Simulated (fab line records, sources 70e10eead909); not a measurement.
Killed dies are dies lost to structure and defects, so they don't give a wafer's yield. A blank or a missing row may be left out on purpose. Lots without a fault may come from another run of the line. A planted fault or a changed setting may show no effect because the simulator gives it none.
Which tool did it? | flow nand_harc | 11 lots, 33 wafers sampled, at 6 steps of a route of 1302

WHAT THE GAUGES READ, wafer by wafer
NHARC_END_SORT_01. Usual: killed_at_array 54, standard deviation 21; killed_at_other 0.9, standard deviation 1.1; killed_at_periphery 3.5, standard deviation 2.5; killed_dies 58, standard deviation 21; killed_open 3.3, standard deviation 1.9; killed_short 2.6, standard deviation 1.8.
lot  | measured     | on        | killed_at_array | killed_at_other | killed_at_periphery | killed_dies | killed_open | killed_short | flag
L349 | day 31 23:44 | prober-01 | 86              | 0               | 4                   | 90          | 3           | 3            |

WHICH TOOL RAN EACH LOT (tool, then ch and the chambers of the sampled wafers, then the start)
lot  | NHARC_P_CONTACT_DEP_00                    | NHARC_P_CONTACT_ETCH_31                       | NHARC_P_CONTACT_DEGAS_38     | NHARC_P_CONTACT_CVD_23        | NHARC_P_CONTACT_CMP_24
L333 | pecvd-02 ch 0,1, day 6 12:56 or earlier   | rie_diel-07 ch 0,2, day 6 12:56 or earlier    | pvd_sputter-02, day 6 12:56  | cvd_w-02 ch 0,1, day 6 13:23  | cmp-03 ch 1,3, day 6 14:04
L334 | pecvd-03 ch 0,1, day 6 18:26 or earlier   | rie_diel-05 ch 0,1,2, day 6 18:26 or earlier  | pvd_sputter-03, day 6 18:26  | cvd_w-01 ch 0,1, day 6 19:04  | cmp-03 ch 1,3, day 6 19:31
L335 | pecvd-02 ch 0,1,2, day 7 12:37 or earlier | rie_diel-05 ch 0,2,3, day 7 12:37 or earlier  | pvd_sputter-02, day 7 12:37  | cvd_w-02 ch 0,1, day 7 13:14  | cmp-03 ch 0,3, day 7 13:43
L336 | pecvd-02 ch 0,1,2, day 7 14:52 or earlier | rie_diel-11 ch 0,1,2, day 7 14:52 or earlier  | pvd_sputter-03, day 7 14:52  | cvd_w-02 ch 0,1, day 7 15:25  | cmp-04 ch 1,2, day 7 15:58
L339 | pecvd-04 ch 1,2, day 8 19:33 or earlier   | rie_diel-11 ch 0,2,3, day 8 19:33 or earlier  | pvd_sputter-02, day 8 19:33  | cvd_w-02 ch 1, day 8 20:07    | cmp-03 ch 1,2,3, day 8 20:43
L338 | pecvd-04 ch 0,1,2, day 8 20:57 or earlier | rie_diel-11 ch 0,1,2, day 8 20:57 or earlier  | pvd_sputter-02, day 8 20:57  | cvd_w-02 ch 0,1, day 8 21:34  | cmp-01 ch 2,3, day 8 22:02
L347 | pecvd-04 ch 0,1, day 12 02:01 or earlier  | rie_diel-07 ch 0,1,3, day 12 02:01 or earlier | pvd_sputter-02, day 12 02:01 | cvd_w-02 ch 0, day 12 02:33   | cmp-03 ch 1,3, day 12 03:07
L349 | pecvd-02 ch 1,2, day 13 02:53 or earlier  | rie_diel-05 ch 1,2,3, day 13 02:53 or earlier | pvd_sputter-01, day 13 02:53 | cvd_w-02 ch 0,1, day 13 03:25 | cmp-01 ch 0,3, day 13 03:59
L350 | pecvd-03 ch 0,1, day 13 08:19 or earlier  | rie_diel-05 ch 0,2, day 13 08:19 or earlier   | pvd_sputter-01, day 13 08:19 | cvd_w-01 ch 0,1, day 13 08:45 | cmp-01 ch 1,3, day 13 09:23
L351 | pecvd-03 ch 0,1, day 13 19:54 or earlier  | rie_diel-05 ch 0,2, day 13 19:54 or earlier   | pvd_sputter-01, day 13 19:54 | cvd_w-02 ch 0,1, day 13 20:20 | cmp-01 ch 2,3, day 13 21:00
L352 | pecvd-04 ch 0,2, day 14 03:37 or earlier  | rie_diel-05 ch 1,2, day 14 03:37 or earlier   | pvd_sputter-01, day 14 03:37 | cvd_w-02 ch 0,1, day 14 04:14 | cmp-04 ch 1,2, day 14 04:43
- NHARC_P_CONTACT_DEP_00: deposits SiO2, target thk 500 nm.
- NHARC_P_CONTACT_ETCH_31: etches the open film in CH3F/O2, target depth 30 nm, time 85.7 s.
- NHARC_P_CONTACT_DEGAS_38: time 60 s.
- NHARC_P_CONTACT_CVD_23: deposits W, target thk 200 nm, time 557 s.
- NHARC_P_CONTACT_CMP_24: polishes, t overpolish 30 s, target thk 200 nm.

WHAT THE TOOLS THEMSELVES READ (means of the sampled wafers that have a number; where no wafer has one, the mark that the record gives instead)
NHARC_P_CONTACT_DEP_00. Usual: heater_power_outer_w 313 W, standard deviation 57; heater_power_w 589 W, standard deviation 82; throttle_valve_pct 15.9 %, standard deviation 0.49.
lot  | tool     | heater_power_outer_w (W) | heater_power_w (W) | throttle_valve_pct (%) | flag
L333 | pecvd-02 | 262                      | 528                | 16.2                   |
L334 | pecvd-03 | 259                      | 499                | 16.7                   |
L335 | pecvd-02 | 341                      | 613                | 15.9                   |
L336 | pecvd-02 | 345                      | 622                | 15.9                   |
L339 | pecvd-04 | 394                      | 748                | 15.9                   |
L338 | pecvd-04 | 313                      | 625                | 16.0                   |
L347 | pecvd-04 | 297                      | 624                | 16.1                   |
L349 | pecvd-02 | 296                      | 548                | 15.8                   |
L350 | pecvd-03 | 334                      | 592                | 16.1                   |
L351 | pecvd-03 | 299                      | 532                | 16.5                   |
L352 | pecvd-04 | 338                      | 630                | 16.0                   |

NHARC_P_CONTACT_ETCH_31. Usual: drypump_motor_current_A 5.76 A, standard deviation 0.29; oes_product_au 0.976 a.u., standard deviation 0.016; rf_vpp_V 244.9 V, standard deviation 1.5; showerhead_plenum_p_Torr 2.50 Torr, standard deviation 0.088; throttle_valve_pct 20.662 %, standard deviation 0.0089.
lot  | tool        | drypump_motor_current_A (A) | oes_product_au (a.u.) | rf_vpp_V (V) | showerhead_plenum_p_Torr (Torr) | throttle_valve_pct (%) | flag
L333 | rie_diel-07 | 5.93                        | 0.990                 | 246.1        | 2.52                            | 20.654                 |
L334 | rie_diel-05 | 5.80                        | 0.958                 | 245.6        | 2.57                            | 20.659                 |
L335 | rie_diel-05 | 5.64                        | 0.984                 | 245.3        | 2.53                            | 20.667                 |
L336 | rie_diel-11 | 5.68                        | 0.979                 | 243.7        | 2.39                            | 20.658                 |
L339 | rie_diel-11 | 5.87                        | 0.953                 | 244.7        | 2.47                            | 20.663                 |
L338 | rie_diel-11 | 5.68                        | 0.978                 | 243.8        | 2.38                            | 20.657                 |
L347 | rie_diel-07 | 5.84                        | 0.979                 | 245.0        | 2.52                            | 20.672                 |
L349 | rie_diel-05 | 5.69                        | 0.964                 | 244.9        | 2.52                            | 20.666                 |
L350 | rie_diel-05 | 5.73                        | 0.996                 | 245.7        | 2.57                            | 20.665                 |
L351 | rie_diel-05 | 5.73                        | 1.000                 | 246.9        | 2.57                            | 20.673                 |
L352 | rie_diel-05 | 5.85                        | 0.967                 | 245.8        | 2.57                            | 20.659                 |

NHARC_P_CONTACT_DEGAS_38. Usual: heater_power_w 443 W, standard deviation 31.
lot  | tool           | heater_power_w (W) | flag
L333 | pvd_sputter-02 | 422                |
L334 | pvd_sputter-03 | 479                |
L335 | pvd_sputter-02 | 426                |
L336 | pvd_sputter-03 | 484                |
L339 | pvd_sputter-02 | 432                |
L338 | pvd_sputter-02 | 416                |
L347 | pvd_sputter-02 | 421                |
L349 | pvd_sputter-01 | 422                |
L350 | pvd_sputter-01 | 435                |
L351 | pvd_sputter-01 | 446                |
L352 | pvd_sputter-01 | 420                |

NHARC_P_CONTACT_CVD_23. Usual: heater_power_outer_w 282 W, standard deviation 21; heater_power_w 486 W, standard deviation 29; throttle_valve_pct 7.8 %, standard deviation 0.33.
lot  | tool     | heater_power_outer_w (W) | heater_power_w (W) | throttle_valve_pct (%) | flag
L333 | cvd_w-02 | 290                      | 484                | 7.8                    |
L334 | cvd_w-01 | 276                      | 483                | 7.7                    |
L335 | cvd_w-02 | 268                      | 459                | 8.0                    |
L336 | cvd_w-02 | 266                      | 468                | 7.9                    |
L339 | cvd_w-02 | 304                      | 509                | 7.8                    |
L338 | cvd_w-02 | 285                      | 488                | 7.8                    |
L347 | cvd_w-02 | 251                      | 446                | 8.1                    |
L349 | cvd_w-02 | 275                      | 477                | 8.0                    |
L350 | cvd_w-01 | 289                      | 492                | 7.9                    |
L351 | cvd_w-02 | 276                      | 479                | 8.1                    |
L352 | cvd_w-02 | 293                      | 505                | 7.9                    |

NHARC_P_CONTACT_CMP_24. Usual: motor_current_A 12.1 A, standard deviation 0.92; overpolish_run_s 30.000 s, standard deviation 0.0088; pad_life_wafers 164, standard deviation 120; slurry_flow_ml_min 150.1, standard deviation 0.48; time_to_endpoint_s 38 s, standard deviation 4.
lot  | tool   | motor_current_A (A) | overpolish_run_s (s) | pad_life_wafers | slurry_flow_ml_min | time_to_endpoint_s (s) | flag
L333 | cmp-03 | 11.5                | 30.000               | 218             | 149.7              | 31                     |
L334 | cmp-03 | 11.6                | 29.998               | 271             | 150.3              | 34                     |
L335 | cmp-03 | 12.0                | 29.996               | 360             | 150.0              | 38                     |
L336 | cmp-04 | 13.8                | 29.998               | 156             | 149.8              | 37                     |
L339 | cmp-03 | 11.3                | 29.993               | 80              | 150.3              | 34                     |
L338 | cmp-01 | 11.8                | 29.993               | 362             | 149.9              | 30                     |
L347 | cmp-03 | 11.5                | 29.992               | 13              | 149.6              | 37                     |
L349 | cmp-01 | 11.6                | 29.997               | 318             | 149.7              | 40                     |
L350 | cmp-01 | 11.7                | 30.001               | 1               | 149.7              | 42                     |
L351 | cmp-01 | 12.3                | 30.001               | 50              | 150.2              | 36                     |
L352 | cmp-04 | 13.4                | 30.004               | 18              | 150.5              | 42                     |

THE ANSWER, worked out from the rows above alone
Rule: a lot is off if the mean of its wafers that have a number lies more than 3 standard deviations from the usual mean. A lot without any number at a reading at which 4 lots or more have one is off too. The other lots that the step has rows for count as sound. The gauges are gone through in route order, then the tools' own readings, and for those a lot's mean is taken as printed above. The first step at which some lot is off is used, and at that step the reading that is off furthest; a lot without a number counts as furthest.
No lot is off at any reading shown: from this, nothing can be told.

WHAT THE SIMULATOR HAD PUT IN
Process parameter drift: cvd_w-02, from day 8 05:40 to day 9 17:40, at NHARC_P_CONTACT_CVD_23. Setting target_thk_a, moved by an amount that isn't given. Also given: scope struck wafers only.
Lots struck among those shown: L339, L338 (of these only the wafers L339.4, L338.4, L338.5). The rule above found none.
